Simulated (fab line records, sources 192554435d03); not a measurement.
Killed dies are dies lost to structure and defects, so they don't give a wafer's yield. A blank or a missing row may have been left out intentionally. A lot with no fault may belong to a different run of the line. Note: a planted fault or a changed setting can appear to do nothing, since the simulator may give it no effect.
Chamber matching / flow n5 finfet / 4 sister chambers for N5_BEOL_M2_ETCH_77 on rie diel-02
The step etches underlayer in N2/H2, target depth 6.5 nm, time 5.2 s. 8 wafers are shown with their chamber, then 11 later ones without.

EACH WAFER AND ITS CHAMBER
wafer=L080.5; chamber=2; drypump motor current A (A)=6.6; showerhead plenum p Torr (Torr)=2.64
wafer=L085.2; chamber=2; drypump motor current A (A)=6.6; showerhead plenum p Torr (Torr)=2.63
wafer=L085.4; chamber=1; drypump motor current A (A)=5.8; showerhead plenum p Torr (Torr)=2.52
wafer=L085.6; chamber=3; drypump motor current A (A)=5.3; showerhead plenum p Torr (Torr)=2.51
wafer=L088.1; chamber=3; drypump motor current A (A)=5.2; showerhead plenum p Torr (Torr)=2.51
wafer=L088.2; chamber=0; drypump motor current A (A)=6.2; showerhead plenum p Torr (Torr)=2.59
wafer=L088.5; chamber=0; drypump motor current A (A)=6.2; showerhead plenum p Torr (Torr)=2.59
wafer=L089.1; chamber=1; drypump motor current A (A)=5.8; showerhead plenum p Torr (Torr)=2.52

WAFERS WHOSE CHAMBER IS MISSING
wafer=L089.4; drypump motor current A (A)=5.2; showerhead plenum p Torr (Torr)=2.51
wafer=L089.5; drypump motor current A (A)=6.2; showerhead plenum p Torr (Torr)=2.59
wafer=L090.2; drypump motor current A (A)=5.8; showerhead plenum p Torr (Torr)=2.51
wafer=L090.3; drypump motor current A (A)=6.1; showerhead plenum p Torr (Torr)=2.59
wafer=L090.5; drypump motor current A (A)=6.6; showerhead plenum p Torr (Torr)=2.63
wafer=L096.2; drypump motor current A (A)=5.2; showerhead plenum p Torr (Torr)=2.51
wafer=L096.4; drypump motor current A (A)=5.9; showerhead plenum p Torr (Torr)=2.51
wafer=L096.5; drypump motor current A (A)=5.8; showerhead plenum p Torr (Torr)=2.51
wafer=L091.3; drypump motor current A (A)=6.7; showerhead plenum p Torr (Torr)=2.62
wafer=L091.4; drypump motor current A (A)=5.2; showerhead plenum p Torr (Torr)=2.50
wafer=L091.5; drypump motor current A (A)=6.2; showerhead plenum p Torr (Torr)=2.58

WHICH CHAMBER EACH ONE RAN IN
wafer=L089.4; from the rows above=3; in truth=3
wafer=L089.5; from the rows above=0; in truth=0
wafer=L090.2; from the rows above=1; in truth=1
wafer=L090.3; from the rows above=0; in truth=0
wafer=L090.5; from the rows above=2; in truth=2
wafer=L096.2; from the rows above=3; in truth=3
wafer=L096.4; from the rows above=1; in truth=1
wafer=L096.5; from the rows above=1; in truth=1
wafer=L091.3; from the rows above=2; in truth=2
wafer=L091.4; from the rows above=3; in truth=3
wafer=L091.5; from the rows above=0; in truth=0
11 of 11 placed correctly. Left unplaced by these rows: 0. Number placed wrongly: 0.
How it was worked out, from the rows above alone: a wafer's distance from a chamber is the root of the sum, over the readings, of the square of ((its reading less the chamber's mean) divided by the reading's scatter). If the next closest chamber is less than 2 further off than the closest, the wafer can't be placed; otherwise it belongs to the closest. The mean given for a chamber averages the wafers shown for that chamber. The scatter is the square root of a quotient: the sum, over the shown wafers, of each reading's squared deviation from its chamber's mean, divided by wafers minus chambers.
